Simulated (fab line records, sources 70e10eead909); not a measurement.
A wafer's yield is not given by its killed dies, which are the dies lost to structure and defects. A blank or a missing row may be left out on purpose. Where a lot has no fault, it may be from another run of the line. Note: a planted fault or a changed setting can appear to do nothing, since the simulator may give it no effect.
fab line records -- flow nand-harc -- part 2 of 2: steps 18 to 23 of 23
[record] lots = 5, wafers = 15, last-day = 32
route steps=1302 shown A_STAIRCASE@661
lots untouched by any fault: they come from a run of this same line in which no faults occurred
start-h: hours from the record's first day to the start of the lot's first wafer shown -- wait-h: hours from the lot's prior step to this one -- " same as the row above -- L1.1+2: a row that stands for several wafers -- - no value, or no start given -- * or withheld: withheld -- < > ~ a bound
route shown NAME@n: names a module that has steps shown in the file, with the first one's number in the route -- usual: the fault-free wafers' mean and standard deviation -- same: alike in all rows -- chamber/n: place in a boat -- sites: the reading at each site -- _std_site: how widely they spread, as a standard deviation -- _edge_site: the outer-site mean with the inner-site mean subtracted -- radius-mm: for every site, how far away it sits from the centre of the wafer -- mask NAME#n: copy n -- behind: the most recent tool/chamber to have shaped the wafer -- hold: why the lot was held/for how many hours/how that ended -- device: the transistor (n, p or np) that didn't switch -- end of line: tests run on the same wafers once the route is complete -- step lacking rows: just its recipe -- killed: count of dies lost to structure and defects at first sort (not the wafer's yield) -- map: the dies of a wafer, with x for killed, . for not killed, _ for no die there
set.NAME: the setting as run; set.NAME@STEP: as run at that earlier step -- model.NAME: the simulator's own value behind a step, which no gauge read
certain route steps with their lots: each step a table, each wafer a row
services: when a tool's chamber went out of use (start-h, in hours from the record's first day, below 0 if earlier), for how many hours, and the reason
[[steps]]
[step NHARC_A_STAIRCASE_ETCH_23]
[recipe] target-depth-a = 1000, time-s = 40.5, ion-energy-ev = 400, c4f8-flow-sccm = 20, o2-flow-sccm = 10, ar-flow-sccm = withheld, rf-w = 600, bias-w = 1000, chemistry = C4F8/O2
[usual] chamber-pressure-mTorr = 24.999/0.023, oes-product-au = 0.953/0.015, rf-vpp-V = 897/5.8
lot.wafer,tool,chamber,start-h,wait-h,chamber-pressure-mTorr,oes-product-au,rf-hours-counter-h,rf-vpp-V
L078.1,rie-diel-05,1,-,-,24.984,0.955,52,890
L078.3,rie-diel-05,2,-,-,24.984,0.923,56,892
L078.5,rie-diel-05,1,-,-,25.025,0.958,-,891
L079.3,rie-diel-09,2,-,-,25.001,0.925,32,904
L079.5,rie-diel-09,3,-,-,24.957,0.952,-,897
L079.6,rie-diel-09,0,-,-,25.014,0.953,-,891
L082.3,rie-diel-12,0,-,-,24.981,0.929,52,903
L082.2,rie-diel-12,1,-,-,25.024,0.978,54,905
L082.1,rie-diel-12,3,-,-,25.013,0.952,42,889
L089.1,rie-diel-05,2,-,-,25.009,0.980,25,894
L089.6,rie-diel-05,2,-,-,24.965,0.967,-,894
L089.5,rie-diel-05,3,-,-,25.014,0.947,-,891
L095.1,rie-diel-12,3,-,-,24.983,0.974,36,889
L095.2,rie-diel-12,0,-,-,24.995,0.974,28,903
L095.3,rie-diel-12,1,-,-,25.016,0.965,34,905
[step NHARC_A_STAIRCASE_TRIM_24]
[recipe] time-s = 211.2, o2-flow-sccm = 500, ar-flow-sccm = 0, bias-w = 0, chemistry = O2
[usual] chamber-pressure-mTorr = 60.00/0.049, drypump-motor-current-A = 5.7/0.45, oes-product-au = 1.006/0.013, rf-vpp-V = 57.9/0.97, showerhead-plenum-p-Torr = 3.56/0.16, throttle-valve-pct = 17.035/0.0089
lot.wafer,tool,chamber,start-h,wait-h,chamber-pressure-mTorr,drypump-motor-current-A,oes-product-au,rf-hours-counter-h,rf-vpp-V,showerhead-plenum-p-Torr,throttle-valve-pct
L078.3,rie-diel-05,3,-,-,59.99,5.3,0.983,48,57.3,3.39,17.048
L078.1,rie-diel-05,1,-,-,59.99,5.3,1.010,53,58.9,3.39,17.043
L078.5,rie-diel-05,0,-,-,59.99,5.4,0.993,-,57.8,3.59,17.037
L079.3,rie-diel-09,2,-,-,59.95,6.1,0.984,32,57.2,3.76,17.048
L079.6,rie-diel-09,3,-,-,59.98,5.8,1.008,-,56.9,3.56,17.038
L079.5,rie-diel-09,0,-,-,59.93,6.0,1.013,-,58.2,3.37,17.025
L082.3,rie-diel-12,2,-,-,59.95,5.7,1.020,50,58.9,3.59,17.047
L082.2,rie-diel-12,3,-,-,59.89,5.1,1.012,42,57.7,3.35,17.027
L082.1,rie-diel-12,0,-,-,60.05,6.1,1.003,53,57.8,3.72,17.038
L089.1,rie-diel-05,0,-,-,59.97,5.4,1.016,35,58.1,3.56,17.028
L089.5,rie-diel-05,2,-,-,60.03,6.7,1.032,-,59.0,3.47,17.025
L089.6,rie-diel-05,3,-,-,59.97,5.3,0.992,-,57.6,3.37,17.039
L095.1,rie-diel-12,1,-,-,59.98,5.2,1.012,34,59.1,3.75,17.029
L095.3,rie-diel-12,3,-,-,60.09,5.1,1.014,36,56.0,3.33,17.043
L095.2,rie-diel-12,0,-,-,60.03,6.1,1.001,28,58.4,3.70,17.039
[step NHARC_A_STAIRCASE_ETCH_25]
[recipe] target-depth-a = 1000, time-s = 40.5, ion-energy-ev = 400, c4f8-flow-sccm = 20, o2-flow-sccm = 10, ar-flow-sccm = withheld, rf-w = 600, bias-w = 1000, chemistry = C4F8/O2
[usual] chamber-pressure-mTorr = 25.001/0.024, oes-product-au = 0.949/0.018, rf-vpp-V = 897/5.8
lot.wafer,tool,chamber,start-h,wait-h,chamber-pressure-mTorr,oes-product-au,rf-hours-counter-h,rf-vpp-V
L078.1,rie-diel-05,2,-,-,25.031,0.919,56,895
L078.3,rie-diel-05,0,-,-,24.986,0.943,52,899
L078.5,rie-diel-05,2,-,-,25.034,0.928,-,894
L079.3,rie-diel-09,1,-,-,24.952,0.945,31,903
L079.6,rie-diel-09,1,-,-,24.966,0.951,-,902
L079.5,rie-diel-09,2,-,-,25.021,0.920,-,903
L082.2,rie-diel-12,0,-,-,24.995,0.949,53,903
L082.1,rie-diel-12,2,-,-,24.958,0.957,50,897
L082.3,rie-diel-12,3,-,-,25.003,0.957,42,889
L089.1,rie-diel-05,2,-,-,25.008,0.949,26,893
L089.6,rie-diel-05,2,-,-,25.036,0.950,-,894
L089.5,rie-diel-05,3,-,-,24.984,0.923,-,890
L095.1,rie-diel-12,0,-,-,24.977,0.970,28,901
L095.3,rie-diel-12,2,-,-,25.006,0.959,34,898
L095.2,rie-diel-12,3,-,-,24.989,0.976,36,889
[step NHARC_A_STAIRCASE_TRIM_26]
[recipe] time-s = 211.2, o2-flow-sccm = 500, ar-flow-sccm = 0, bias-w = 0, chemistry = O2
[usual] chamber-pressure-mTorr = 59.99/0.058, drypump-motor-current-A = 5.7/0.47, oes-product-au = 1.005/0.012, rf-vpp-V = 57.9/0.94, showerhead-plenum-p-Torr = 3.57/0.16, throttle-valve-pct = 17.037/0.01
lot.wafer,tool,chamber,start-h,wait-h,chamber-pressure-mTorr,drypump-motor-current-A,oes-product-au,rf-hours-counter-h,rf-vpp-V,showerhead-plenum-p-Torr,throttle-valve-pct
L078.3,rie-diel-05,3,-,-,59.95,5.3,0.986,49,56.8,3.39,17.043
L078.1,rie-diel-05,0,-,-,59.99,5.4,0.999,52,58.2,3.59,17.041
L078.5,rie-diel-05,1,-,-,60.09,5.3,1.006,-,57.9,3.38,17.018
L079.3,rie-diel-09,0,-,-,59.97,6.0,1.018,27,57.2,3.37,17.031
L079.6,rie-diel-09,0,-,-,59.94,6.0,1.011,-,57.6,3.37,17.029
L079.5,rie-diel-09,1,-,-,59.99,6.2,1.018,-,57.4,3.73,17.025
L082.1,rie-diel-12,3,-,-,59.92,5.1,1.013,42,58.2,3.35,17.035
L082.3,rie-diel-12,1,-,-,59.95,5.2,1.015,54,58.2,3.78,17.035
L082.2,rie-diel-12,2,-,-,59.99,5.6,1.019,50,59.0,3.59,17.034
L089.1,rie-diel-05,0,-,-,59.88,5.4,1.017,35,56.2,3.56,17.055
L089.6,rie-diel-05,3,-,-,60.02,5.3,0.994,-,57.0,3.37,17.024
L089.5,rie-diel-05,0,-,-,59.91,5.4,1.023,-,57.8,3.56,17.030
L095.1,rie-diel-12,0,-,-,59.95,6.1,1.014,28,59.2,3.70,17.027
L095.3,rie-diel-12,1,-,-,59.99,5.2,1.013,34,58.9,3.75,17.035
L095.2,rie-diel-12,3,-,-,60.01,5.1,1.005,36,57.4,3.33,17.031
[step NHARC_A_STAIRCASE_ETCH_27]
[recipe] target-depth-a = 1000, time-s = 40.5, ion-energy-ev = 400, c4f8-flow-sccm = 20, o2-flow-sccm = 10, ar-flow-sccm = withheld, rf-w = 600, bias-w = 1000, chemistry = C4F8/O2
[usual] chamber-pressure-mTorr = 25.00/0.035, oes-product-au = 0.951/0.017, rf-vpp-V = 897/5.6
lot.wafer,tool,chamber,start-h,wait-h,chamber-pressure-mTorr,oes-product-au,rf-hours-counter-h,rf-vpp-V
L078.1,rie-diel-05,2,-,-,25.01,0.943,56,895
L078.3,rie-diel-05,3,-,-,25.02,0.930,49,891
L078.5,rie-diel-05,3,-,-,24.98,0.950,-,891
L079.3,rie-diel-09,0,-,-,25.01,0.945,27,890
L079.5,rie-diel-09,2,-,-,24.98,0.932,-,905
L079.6,rie-diel-09,3,-,-,25.03,0.956,-,898
L082.3,rie-diel-12,0,-,-,25.03,0.937,53,903
L082.2,rie-diel-12,1,-,-,25.03,0.975,54,906
L082.1,rie-diel-12,2,-,-,25.01,0.949,50,900
L089.1,rie-diel-05,0,-,-,24.98,0.949,35,898
L089.6,rie-diel-05,3,-,-,24.98,0.922,-,890
L089.5,rie-diel-05,0,-,-,24.98,0.959,-,898
L095.1,rie-diel-12,1,-,-,24.98,0.951,34,905
L095.3,rie-diel-12,2,-,-,24.98,0.947,34,898
L095.2,rie-diel-12,3,-,-,25.00,0.974,36,889
[step NHARC_A_STAIRCASE_STRIP_175]
[recipe] power-w = 1500, temp-c = 250, chemistry = O2
[usual] drypump-motor-current-A = 5.7/0.37, heater-power-w = 341/34, rf-refl-power-W = 24/3.9, temp-c = 249.99/0.16
lot.wafer,tool,chamber,start-h,wait-h,drypump-motor-current-A,heater-power-w,rf-hours-counter-h,rf-refl-power-W,temp-c
L078.1,plasma-asher-01,0,388.33,0.1,5.3,378,8,24,249.85
L078.3,plasma-asher-01,1,388.33,0.1,6.1,350,-,29,250.04
L078.5,plasma-asher-01,1,388.33,0.1,6.1,348,-,29,250.10
L079.3,plasma-asher-02,0,410.72,0.2,6.0,311,-,18,250.17
L079.6,plasma-asher-02,0,410.72,0.2,6.0,300,-,18,250.02
L079.5,plasma-asher-02,1,410.72,0.2,5.3,298,-,20,250.01
L082.2,plasma-asher-01,1,430.40,0.1,6.1,346,16,29,249.86
L082.1,plasma-asher-01,0,430.40,0.1,5.3,380,16,22,249.79
L082.3,plasma-asher-01,0,430.40,0.1,5.4,372,-,24,249.93
L089.1,plasma-asher-01,1,509.80,0.1,6.1,348,35,28,249.55
L089.5,plasma-asher-01,1,509.80,0.1,6.1,343,-,28,249.57
L089.6,plasma-asher-01,0,509.80,0.1,5.4,377,-,24,249.87
L095.1,plasma-asher-02,0,575.60,0.1,6.0,312,29,19,249.83
L095.2,plasma-asher-02,1,575.60,0.1,5.3,289,29,20,249.73
L095.3,plasma-asher-02,1,575.60,0.1,5.2,291,-,19,250.18
[[services]]
tool,chamber,start-h,hours,kind
plasma-asher-02,-,363.25,6.3,repair
rie-diel-09,3,369.41,2.4,repair
krf-scanner-03,-,386.67,1.1,repair
krf-scanner-02,-,386.71,1.8,repair
krf-scanner-03,-,396.56,4.0,pm
plasma-asher-02,-,396.78,1.3,repair
rie-diel-05,-,406.60,9.0,pm
litho-track-07,-,426.00,7.0,pm
plasma-asher-02,-,426.24,9.0,pm
rie-diel-09,2,436.62,4.4,repair
krf-scanner-02,-,438.00,4.0,pm
rie-diel-12,-,446.93,9.0,pm
litho-track-03,-,450.00,7.0,pm
litho-track-05,-,474.01,7.0,pm
rie-diel-12,0,476.15,8.5,repair
rie-diel-09,-,497.12,9.0,pm
plasma-asher-01,-,519.19,9.0,pm
rie-diel-05,1,526.54,6.4,repair
plasma-asher-01,-,538.97,2.6,repair
rie-diel-05,-,541.85,0.6,repair
rie-diel-09,3,542.58,2.1,repair
rie-diel-05,-,544.38,0.7,repair
rie-diel-12,-,551.43,0.1,repair
plasma-asher-01,-,572.59,17.6,repair
